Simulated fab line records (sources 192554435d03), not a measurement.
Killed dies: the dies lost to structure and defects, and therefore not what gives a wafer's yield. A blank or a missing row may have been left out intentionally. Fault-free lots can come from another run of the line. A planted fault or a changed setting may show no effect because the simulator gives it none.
fab line records | flow n5_finfet | part 1 of 2: steps 1 to 21 of 28
[record] lots = 5 wafers = 15 last_day = 16
route steps=1938 shown BEOL_M2@864
lots with no fault: from the same line, run without faults
start_h: hours from the record's first day to the start of the lot's first wafer shown | wait_h: time in hours since the lot's previous step | " same as the row above | L1.1+2: one row covering several wafers at once | - no value present, or no start provided | * or withheld: withheld | < > ~ a bound
route shown NAME@n: NAME is a module with steps in the file, n the number in the route of the first one | usual: average and standard deviation across the fault-free wafers | same: alike in all rows | chamber/n: place in a boat | sites: readings site by site | _std_site: standard deviation across them | _edge_site: mean of outer sites minus mean of inner sites | radius_mm: how far each site lies from the wafer's centre | mask NAME#n: copy n | behind: the last tool/chamber to shape the wafer | hold: reason for holding the lot/hours on hold/outcome of the hold | device: the n, p or np transistor that did not switch | end of line: the route-end tests of the same wafers | a step given without rows: its recipe and nothing more | killed: not the wafer's yield, but the dies lost to structure and defects at the first sort | map: a wafer's dies, x killed, . not, _ none there
set.NAME: the setting the step ran with; set.NAME@STEP: the setting that earlier step ran with | model.NAME: the simulator's own value behind a step, which no gauge read
certain route steps with their lots: each step a table, each wafer a row
services: from which hour (start_h, from the record's first day; less than 0 if before it) a tool's chamber was out of use, for how many hours, and why
[[steps]]
[step N5_BEOL_M2_HM_OPEN_17]
[recipe] chemistry = Cl2/BCl3 target_depth_a = 200 overetch_a = 60 target = TiN mask_material = SOC ion_energy_ev = 150 pressure_mtorr = 10 icp_w = 1000 bias_w = 126 Cl2_flow_sccm = 53.25 bcl3_flow_sccm = 21.75 Ar_flow_sccm = 25
[usual] drypump_motor_current_A = 5.8/0.47 oes_product_au = 0.70/0.072 throttle_valve_pct = 22.22/0.24
// columns lot.wafer tool chamber start_h wait_h drypump_motor_current_A oes_product_au rf_hours_counter_h throttle_valve_pct
L074.1 rie_metal-02 0 166.55 0.0 5.1 0.75 10 22.31
L074.2 " 1 " " 6.4 0.77 11 22.15
L074.6 " 1 " " 6.4 0.79 - 22.14
L078.2 rie_metal-02 1 177.42 0.0 6.4 0.77 12 22.18
L078.3 " 0 " " 5.1 0.74 - 22.32
L078.6 " 1 " " 6.4 0.78 - 22.19
L081.2 rie_metal-02 1 180.26 0.0 6.4 0.77 12 22.15
L081.4 " 0 " " 5.1 0.74 - 22.30
L081.5 " 1 " " 6.4 0.77 - 22.16
L084.1 rie_metal-03 0 190.05 0.0 5.7 0.79 7 22.02
L084.3 " 1 " " 5.8 0.77 - 21.89
L084.4 " 0 " " 5.7 0.79 - 22.02
L087.1 rie_metal-01 1 225.98 0.0 6.2 0.60 72 22.63
L087.2 " 0 " " 5.6 0.64 60 22.05
L087.6 " 1 " " 6.2 0.60 - 22.64
[step N5_BEOL_M2_STRIP_19]
[recipe] chemistry = O2 power_w = 400 temp_c = 40 pressure_mtorr = 30 rf_frequency_hz = 6e+07 bias_power_w = 0 overash_fraction = 0.2 o2_flow_sccm = 225
[usual] drypump_motor_current_A = 5.7/0.43 oes_product_au = 0.81/0.09 rf_vpp_V = 3.6/0.49 showerhead_plenum_p_Torr = 2.07/0.06 throttle_valve_pct = 16.64/0.26
// columns lot.wafer tool chamber start_h wait_h drypump_motor_current_A oes_product_au rf_hours_counter_h rf_vpp_V showerhead_plenum_p_Torr throttle_valve_pct
L074.1 rie_diel-01 0 166.67 0.1 4.9 0.68 226 3.6 2.07 17.03
L074.2 " 3 " " 6.1 0.84 70 4.2 2.04 16.27
L074.6 " 2 " " 5.8 0.91 - 4.0 2.08 16.75
L078.2 rie_diel-03 1 177.53 0.1 5.9 0.92 23 3.9 2.16 16.31
L078.3 " 0 " " 5.2 0.71 195 3.7 1.98 16.60
L078.6 " 1 " " 5.8 0.92 - 3.5 2.16 16.31
L081.2 rie_diel-03 0 180.37 0.1 5.2 0.71 196 4.0 1.98 16.61
L081.4 " 0 " " 5.2 0.71 - 3.8 1.98 16.60
L081.5 " 1 " " 5.9 0.91 - 4.2 2.16 16.30
L084.1 rie_diel-06 2 190.16 0.1 4.9 0.91 46 4.5 2.13 16.76
L084.3 " 1 " " 5.8 0.69 223 3.7 2.06 16.83
L084.4 " 0 " " 5.7 0.77 122 3.9 2.00 16.31
L087.1 rie_diel-06 0 226.09 0.1 5.8 0.78 131 3.1 2.00 16.33
L087.2 " 3 " " 6.0 0.65 245 3.2 2.09 17.20
L087.6 " 3 " " 6.0 0.66 - 3.5 2.09 17.17
[step N5_BEOL_M2_CD_MEAS_18]
[recipe] pitch_nm = 36 target_cd_nm = 18
[usual] cd_nm = 17.9/0.41
// columns lot.wafer tool chamber start_h wait_h cd_nm
L074.1 cd_sem-02 - 166.74 0.0 18.2
L074.2 " - " " 18.2
L074.6 " - " " 18.2
L078.2 cd_sem-02 - 177.60 0.1 17.8
L078.3 " - " " 17.9
L078.6 " - " " 18.3
L081.2 cd_sem-02 - 180.44 0.1 18.3
L081.4 " - " " 18.3
L081.5 " - " " 18.1
L084.1 cd_sem-03 - 190.23 0.0 18.4
L084.3 " - " " 17.8
L084.4 " - " " 18.7
L087.1 cd_sem-02 - 226.16 0.0 18.4
L087.2 " - " " 17.6
L087.6 " - " " 17.9
[step N5_BEOL_M2_COAT_67]
[recipe] resist = SOC temp_c = 250 time_s = 60 spin_rpm = 1500 resist_thk_nm = 60
// columns lot.wafer tool chamber start_h wait_h
L074.1+2+6 litho_track-01 0 166.77 0.0
L078.2+3+6 litho_track-05 0 177.64 0.0
L081.2+4+5 litho_track-05 0 180.48 0.0
L084.1+3+4 litho_track-05 0 190.26 0.0
L087.1+2+6 litho_track-04 0 226.20 0.0
[step N5_BEOL_M2_COAT_68]
[recipe] resist = SiARC temp_c = 220 time_s = 60 spin_rpm = 1500 resist_thk_nm = 12
// columns lot.wafer tool chamber start_h wait_h
L074.1+2+6 litho_track-01 0 - -
L078.2+3+6 litho_track-05 0 - -
L081.2+4+5 litho_track-05 0 - -
L084.1+3+4 litho_track-05 0 - -
L087.1+2+6 litho_track-04 0 - -
[step N5_BEOL_M2_COAT_76]
[recipe] resist = underlayer temp_c = 205 time_s = 60 spin_rpm = 1500 resist_thk_nm = 5
// columns lot.wafer tool chamber start_h wait_h
L074.1+2+6 litho_track-01 0 - -
L078.2+3+6 litho_track-05 0 - -
L081.2+4+5 litho_track-05 0 - -
L084.1+3+4 litho_track-05 0 - -
L087.1+2+6 litho_track-04 0 - -
[step N5_BEOL_M2_COAT_22]
[recipe] resist = CAR-EUV spin_rpm = 1500 resist_thk_nm = 30
// columns lot.wafer tool chamber start_h wait_h
L074.1+2+6 litho_track-01 0 - -
L078.2+3+6 litho_track-05 0 - -
L081.2+4+5 litho_track-05 0 - -
L084.1+3+4 litho_track-05 0 - -
L087.1+2+6 litho_track-04 0 - -
[step N5_BEOL_M2_EBR_24]
[recipe] solvent = PGMEA ebr_width_mm = 1.5
// columns lot.wafer tool chamber start_h wait_h
L074.1+2+6 litho_track-01 0 - -
L078.2+3+6 litho_track-05 0 - -
L081.2+4+5 litho_track-05 0 - -
L084.1+3+4 litho_track-05 0 - -
L087.1+2+6 litho_track-04 0 - -
[step N5_BEOL_M2_SOFTBAKE_23]
[recipe] temp_c = 110 time_s = 60 resist = CAR-EUV
// columns lot.wafer tool chamber start_h wait_h
L074.1+2+6 litho_track-01 0 - -
L078.2+3+6 litho_track-05 0 - -
L081.2+4+5 litho_track-05 0 - -
L084.1+3+4 litho_track-05 0 - -
L087.1+2+6 litho_track-04 0 - -
[step N5_BEOL_M2_EXPOSE_25]
[recipe] mask_id = V1 na = 0.33 source_shape = quasar sigma_inner = 0.2 sigma_outer = 0.8 polarization = unpolarized defocus_nm = 5 dose_mj = 63
[usual] stage_msd_nm = 0.84/0.034
// columns lot.wafer tool chamber start_h wait_h mask stage_msd_nm
L074.1 euv_scanner-01 0 167.04 - V1#0 0.81
L074.2 " 0 " " V1#0 0.81
L074.6 " 0 " " V1#0 0.81
L078.2 euv_scanner-01 0 177.79 - V1#0 0.81
L078.3 " 0 " " V1#0 0.81
L078.6 " 0 " " V1#0 0.81
L081.2 euv_scanner-02 0 180.75 - V1#0 0.88
L081.4 " 0 " " V1#0 0.88
L081.5 " 0 " " V1#0 0.88
L084.1 euv_scanner-01 0 190.40 - V1#0 0.81
L084.3 " 0 " " V1#0 0.81
L084.4 " 0 " " V1#0 0.81
L087.1 euv_scanner-02 0 226.33 - V1#0 0.87
L087.2 " 0 " " V1#0 0.88
L087.6 " 0 " " V1#0 0.87
[step N5_BEOL_M2_PEB_26]
[recipe] peb_temp_c = 100 peb_time_s = 60 resist = CAR-EUV
// columns lot.wafer tool chamber start_h wait_h
L074.1+2+6 litho_track-05 0 167.11 0.1
L078.2+3+6 litho_track-04 0 177.86 0.1
L081.2+4+5 litho_track-01 0 180.82 0.1
L084.1+3+4 litho_track-04 0 190.48 0.1
L087.1+2+6 litho_track-01 0 226.41 0.1
[step N5_BEOL_M2_DEVELOP_27]
[recipe] develop_time_s = 30 developer = TMAH resist = CAR-EUV rinse_liquid = surfactant_rinse dry = air_spin dev_temp_c = 23
// columns lot.wafer tool chamber start_h wait_h
L074.1+2+6 litho_track-05 0 - -
L078.2+3+6 litho_track-04 0 - -
L081.2+4+5 litho_track-01 0 - -
L084.1+3+4 litho_track-04 0 - -
L087.1+2+6 litho_track-01 0 - -
[step N5_BEOL_M2_CD_MEAS_28]
[recipe] target_cd_nm = 26.2 landing_energy_ev = 500 detector = se_inlens target_cd_y_nm = 24.1 polarity = opening
[usual] cd_nm = 26.22/0.22
// columns lot.wafer tool chamber start_h wait_h cd_nm
L074.1 cd_sem-02 0 167.18 - 26.32
L074.2 " 0 " " 26.33
L074.6 " 0 " " 25.81
L078.2 cd_sem-03 0 177.92 - 26.45
L078.3 " 0 " " 26.01
L078.6 " 0 " " 26.52
L081.2 cd_sem-01 0 180.89 - 26.09
L081.4 " 0 " " 25.78
L081.5 " 0 " " 25.96
L084.1 cd_sem-03 0 190.55 - 26.44
L084.3 " 0 " " 26.11
L084.4 " 0 " " 26.19
L087.1 cd_sem-02 0 226.48 - 26.07
L087.2 " 0 " " 26.13
L087.6 " 0 " " 26.27
[step N5_BEOL_M2_OVL_MEAS_29]
[recipe] points_per_wafer = 522
[usual] V1_OVL = 0.5/0.49
[same] points_per_wafer = 522
// columns lot.wafer tool chamber start_h wait_h V1_OVL[nm]
L074.1 overlay-02 0 167.21 0.0 0.2
L074.2 " 0 " " 0.7
L074.6 " 0 " " 0.5
L078.2 overlay-01 0 177.96 0.0 0.2
L078.3 " 0 " " 0.4
L078.6 " 0 " " 0.0
L081.2 overlay-01 0 180.92 0.0 0.1
L081.4 " 0 " " 0.5
L081.5 " 0 " " 0.5
L084.1 overlay-02 0 190.58 0.0 0.7
L084.3 " 0 " " 0.0
L084.4 " 0 " " 0.4
L087.1 overlay-01 0 226.51 0.0 0.7
L087.2 " 0 " " 0.6
L087.6 " 0 " " 0.9
[step N5_BEOL_M2_INSPECT_30]
[recipe] mode = adi inspect_instrument = brightfield
[usual] raw_defect_count = 435/120
// columns lot.wafer tool chamber start_h wait_h raw_defect_count
L074.1 defect_inspect-02 - 167.27 0.1 365
L074.2 " - " " 510
L074.6 " - " " 519
L078.2 defect_inspect-01 - 178.01 0.0 473
L078.3 " - " " 448
L078.6 " - " " 532
L081.2 defect_inspect-01 - 180.97 0.0 353
L081.4 " - " " 415
L081.5 " - " " 592
L084.1 defect_inspect-02 - 190.63 0.1 455
L084.3 " - " " 357
L084.4 " - " " 329
L087.1 defect_inspect-01 - 226.57 0.1 455
L087.2 " - " " 847
L087.6 " - " " 402
[step N5_BEOL_M2_DESCUM_33]
[recipe] chemistry = O2 time_s = 7 source_power_w = 50 bias_power_w = 20 pressure_mtorr = 20 rf_frequency_hz = 2.712e+07 temp_c = 40 resist = CAR-EUV o2_flow_sccm = 225
[usual] drypump_motor_current_A = 5.7/0.42 oes_product_au = 0.81/0.094 rf_vpp_V = 242.7/1.1 showerhead_plenum_p_Torr = 2.07/0.062 throttle_valve_pct = 20.43/0.28
// columns lot.wafer tool chamber start_h wait_h drypump_motor_current_A oes_product_au rf_hours_counter_h rf_vpp_V showerhead_plenum_p_Torr throttle_valve_pct
L074.1 rie_diel-03 1 167.30 0.0 5.9 0.93 17 243.1 2.16 20.09
L074.2 " 3 " " 5.8 0.81 100 243.6 2.13 20.66
L074.6 " 1 " " 5.9 0.92 - 244.6 2.16 20.10
L078.2 rie_diel-01 0 178.14 0.1 4.9 0.68 233 243.0 2.06 20.76
L078.3 " 2 " " 5.8 0.90 29 242.2 2.07 20.65
L078.6 " 0 " " 4.9 0.67 - 242.3 2.06 20.77
L081.2 rie_diel-06 2 181.06 0.1 4.9 0.91 44 243.4 2.13 20.56
L081.4 " 1 " " 5.8 0.69 220 243.6 2.06 20.56
L081.5 " 2 " " 4.9 0.91 - 241.8 2.13 20.58
L084.1 rie_diel-01 3 190.67 0.0 6.1 0.83 82 241.9 2.03 20.05
L084.3 " 0 " " 4.9 0.67 237 244.1 2.06 20.78
L084.4 " 1 " " 6.3 0.95 3 241.8 2.06 20.32
L087.1 rie_diel-06 3 226.60 0.0 6.0 0.66 245 242.7 2.09 20.98
L087.2 " 0 " " 5.7 0.78 131 242.1 1.99 20.01
L087.6 " 3 " " 6.0 0.65 - 241.3 2.08 20.98
[step N5_BEOL_M2_ETCH_77]
[recipe] chemistry = N2/H2 target = underlayer target_depth_a = 65 mask_material = CAR-EUV time_s = 5.2 ion_energy_ev = 200 pressure_mtorr = 30 source_w = 840 bias_w = 150 n2_flow_sccm = 200 h2_flow_sccm = 200 ends = cleared
[usual] drypump_motor_current_A = 5.7/0.42 etch_rf_on_time_s = 5.17/0.14 oes_product_au = 0.69/0.077 rf_vpp_V = 522.9/2.3 showerhead_plenum_p_Torr = 2.51/0.067 throttle_valve_pct = 17.8/0.31
// columns lot.wafer tool chamber start_h wait_h drypump_motor_current_A etch_rf_on_time_s oes_product_au rf_hours_counter_h rf_vpp_V showerhead_plenum_p_Torr throttle_valve_pct
L074.1 rie_diel-03 1 167.34 0.0 5.9 5.07 0.80 17 524.4 2.60 17.3
L074.2 " 3 " " 5.8 5.32 0.66 100 524.2 2.57 18.1
L074.6 " 1 " " 5.8 5.07 0.80 - 526.2 2.60 17.3
L078.2 rie_diel-01 0 178.18 0.0 4.9 4.98 0.59 233 524.7 2.51 18.2
L078.3 " 2 " " 5.8 5.43 0.75 29 521.5 2.47 17.7
L078.6 " 0 " " 4.8 5.02 0.59 - 521.2 2.51 18.2
L081.2 rie_diel-06 2 181.10 0.0 4.9 5.08 0.78 44 523.5 2.59 18.1
L081.4 " 1 " " 5.8 5.02 0.59 220 523.0 2.49 17.9
L081.5 " 2 " " 4.9 5.04 0.78 - 525.7 2.59 18.1
L084.1 rie_diel-01 3 190.70 0.0 6.1 5.14 0.71 82 519.7 2.46 17.5
L084.3 " 0 " " 4.9 5.06 0.59 237 522.9 2.50 18.2
L084.4 " 1 " " 6.4 5.23 0.81 3 525.6 2.47 17.5
L087.1 rie_diel-06 3 226.64 0.0 6.0 5.38 0.56 245 520.9 2.50 18.2
L087.2 " 0 " " 5.7 5.17 0.67 131 523.2 2.43 17.5
L087.6 " 3 " " 6.0 5.35 0.57 - 524.4 2.50 18.2
[step N5_BEOL_M2_ETCH_69]
[recipe] chemistry = CF4 target = SiARC target_depth_a = 156 mask_material = CAR-EUV time_s = 26 ion_energy_ev = 80 pressure_mtorr = 40 source_w = 545 bias_w = 36 Ar_flow_sccm = 100 cf4_flow_sccm = 100 ends = cleared
[usual] drypump_motor_current_A = 5.7/0.42 etch_rf_on_time_s = 25.9/0.64 oes_product_au = 0.69/0.077 rf_vpp_V = 183.7/1.1 showerhead_plenum_p_Torr = 2.11/0.05 throttle_valve_pct = 15.55/0.28
// columns lot.wafer tool chamber start_h wait_h drypump_motor_current_A etch_rf_on_time_s oes_product_au rf_hours_counter_h rf_vpp_V showerhead_plenum_p_Torr throttle_valve_pct
L074.1 rie_diel-03 1 167.36 0.0 5.8 25.2 0.80 17 183.1 2.18 15.11
L074.2 " 3 " " 5.8 25.7 0.67 100 183.0 2.15 15.67
L074.6 " 1 " " 5.8 25.0 0.81 - 184.7 2.18 15.11
L078.2 rie_diel-01 0 178.20 0.0 4.8 25.4 0.58 233 186.3 2.13 16.13
L078.3 " 2 " " 5.8 27.1 0.74 29 185.3 2.10 15.55
L078.6 " 0 " " 4.8 25.1 0.59 - 184.3 2.13 16.13
L081.2 rie_diel-06 2 181.11 0.0 4.9 25.3 0.78 44 184.2 2.16 15.61
L081.4 " 1 " " 5.7 25.4 0.60 220 182.8 2.12 15.87
L081.5 " 2 " " 4.9 25.2 0.77 - 185.9 2.16 15.62
L084.1 rie_diel-01 3 190.72 0.0 6.1 26.0 0.70 82 181.2 2.08 15.18
L084.3 " 0 " " 4.9 25.5 0.59 237 183.2 2.13 16.11
L084.4 " 1 " " 6.3 26.4 0.82 3 183.2 2.10 15.32
L087.1 rie_diel-06 3 226.65 0.0 6.0 26.7 0.57 245 184.2 2.11 16.01
L087.2 " 0 " " 5.8 25.8 0.66 131 182.7 2.07 15.39
L087.6 " 3 " " 6.0 26.4 0.56 - 182.8 2.11 16.02
[step N5_BEOL_M2_ALD_98]
[recipe] material = SiO2 target_thk_a = 25 temp_c = 100 ald_precursor_family = BDEAS ald_co_reactant = O2-plasma pulse_time_s = 1 co_reactant_pulse_time_s = 1 purge_time_s = 2 co_reactant_purge_time_s = 2 ald_cycles = 17 pressure_torr = 2
[usual] heater_power_w = 76/10 precursor_pulse_height_rel = 0.999/0.018
// columns lot.wafer tool chamber start_h wait_h heater_power_w precursor_pulse_height_rel
L074.1 ald_sin-03 3 168.27 0.9 87 0.963
L074.2 " 2 " " 86 1.025
L074.6 " 1 " " 57 0.993
L078.2 ald_sin-01 0 179.17 0.9 78 1.031
L078.3 " 2 " " 74 0.968
L078.6 " 2 " " 76 0.996
L081.2 ald_sin-03 2 181.58 0.4 85 0.995
L081.4 " 3 " " 86 1.016
L081.5 " 1 " " 57 0.977
L084.1 ald_sin-03 0 192.19 1.4 74 1.002
L084.3 " 3 " " 88 1.011
L084.4 " 1 " " 60 1.004
L087.1 ald_sin-04 0 226.73 0.1 63 0.994
L087.2 " 3 " " 80 0.981
L087.6 " 0 " " 65 1.006
[step N5_BEOL_M2_ETCHBACK_99]
[recipe] chemistry = CHF3 target = SiO2 target_depth_a = 50 time_s = 10.4 source_w = 215 bias_w = 47 Ar_flow_sccm = 200 CHF3_flow_sccm = 12 ion_energy_ev = 100 pressure_mtorr = 30
[usual] CHF3_flow_sccm = 11.99/0.035 drypump_motor_current_A = 5.7/0.47 oes_f_703_au = 0.82/0.087 oes_product_au = 0.81/0.091 rf_vpp_V = 240/4.7 showerhead_plenum_p_Torr = 2.12/0.042 throttle_valve_pct = 17.03/0.28
// columns lot.wafer tool chamber start_h wait_h CHF3_flow_sccm drypump_motor_current_A oes_f_703_au oes_product_au rf_hours_counter_h rf_vpp_V showerhead_plenum_p_Torr throttle_valve_pct
L074.1 rie_diel-01 3 169.67 1.4 11.98 6.1 0.85 0.83 72 238 2.09 16.66
L074.2 " 2 " " 12.02 5.8 0.86 0.88 24 241 2.11 17.03
L074.6 " 3 " " 11.99 6.1 0.85 0.85 - 239 2.09 16.66
L078.2 rie_diel-06 1 182.45 3.2 11.96 5.8 0.70 0.69 220 245 2.12 17.25
L078.3 " 2 " " 12.04 4.9 0.90 0.92 44 251 2.18 17.15
L078.6 " 2 " " 12.05 4.9 0.90 0.91 - 249 2.18 17.14
L081.2 rie_diel-01 3 185.48 3.8 11.99 6.1 0.83 0.82 80 238 2.09 16.66
L081.4 " 2 " " 12.05 5.7 0.86 0.88 32 240 2.11 17.04
L081.5 " 1 " " 12.06 6.3 0.99 0.96 - 232 2.11 16.84
L084.1 rie_diel-01 0 199.59 7.3 11.99 4.8 0.70 0.68 239 242 2.14 17.56
L084.3 " 1 " " 11.95 6.3 0.95 0.93 6 235 2.11 16.83
L084.4 " 2 " " 11.98 5.8 0.85 0.86 36 242 2.10 17.05
L087.1 rie_diel-06 3 241.37 14.6 11.99 6.0 0.67 0.65 249 240 2.11 17.44
L087.2 " 1 " " 11.98 5.8 0.69 0.68 234 245 2.11 17.26
L087.6 " 1 " " 11.98 5.8 0.70 0.68 - 244 2.11 17.26
[step N5_BEOL_M2_ETCH_70]
[recipe] chemistry = N2/H2 target = SOC target_depth_a = 800 overetch_a = 240 mask_material = SiARC temp_c = 40 time_s = 130 ion_energy_ev = 200 pressure_mtorr = 30 source_w = 840 bias_w = 150 n2_flow_sccm = 200 h2_flow_sccm = 200
[usual] drypump_motor_current_A = 5.7/0.47 oes_product_au = 0.60/0.066 rf_vpp_V = 522.6/1.7 showerhead_plenum_p_Torr = 2.49/0.056 throttle_valve_pct = 17.72/0.29
// columns lot.wafer tool chamber start_h wait_h drypump_motor_current_A oes_product_au rf_hours_counter_h rf_vpp_V showerhead_plenum_p_Torr throttle_valve_pct
L074.1 rie_diel-01 3 169.71 0.0 6.1 0.62 72 521.2 2.47 17.39
L074.2 " 2 " " 5.8 0.66 24 521.1 2.47 17.67
L074.6 " 3 " " 6.1 0.62 - 520.2 2.47 17.40
L078.2 rie_diel-06 1 182.48 0.0 5.8 0.50 221 521.9 2.49 17.91
L078.3 " 2 " " 4.9 0.65 44 525.0 2.59 18.01
L078.6 " 2 " " 4.9 0.66 - 524.5 2.59 18.01
L081.2 rie_diel-01 3 185.52 0.0 6.1 0.61 80 520.9 2.47 17.40
L081.4 " 2 " " 5.8 0.65 32 522.5 2.47 17.68
L081.5 " 1 " " 6.3 0.72 - 522.3 2.47 17.40
L084.1 rie_diel-01 0 199.62 0.0 4.9 0.50 239 523.6 2.50 18.19
L084.3 " 1 " " 6.4 0.69 6 523.3 2.47 17.41
L084.4 " 2 " " 5.8 0.65 36 522.7 2.47 17.70
L087.1 rie_diel-06 3 241.41 0.0 6.0 0.49 249 522.7 2.50 18.19
L087.2 " 1 " " 5.8 0.50 234 522.8 2.49 17.94
L087.6 " 1 " " 5.8 0.50 - 522.5 2.49 17.92
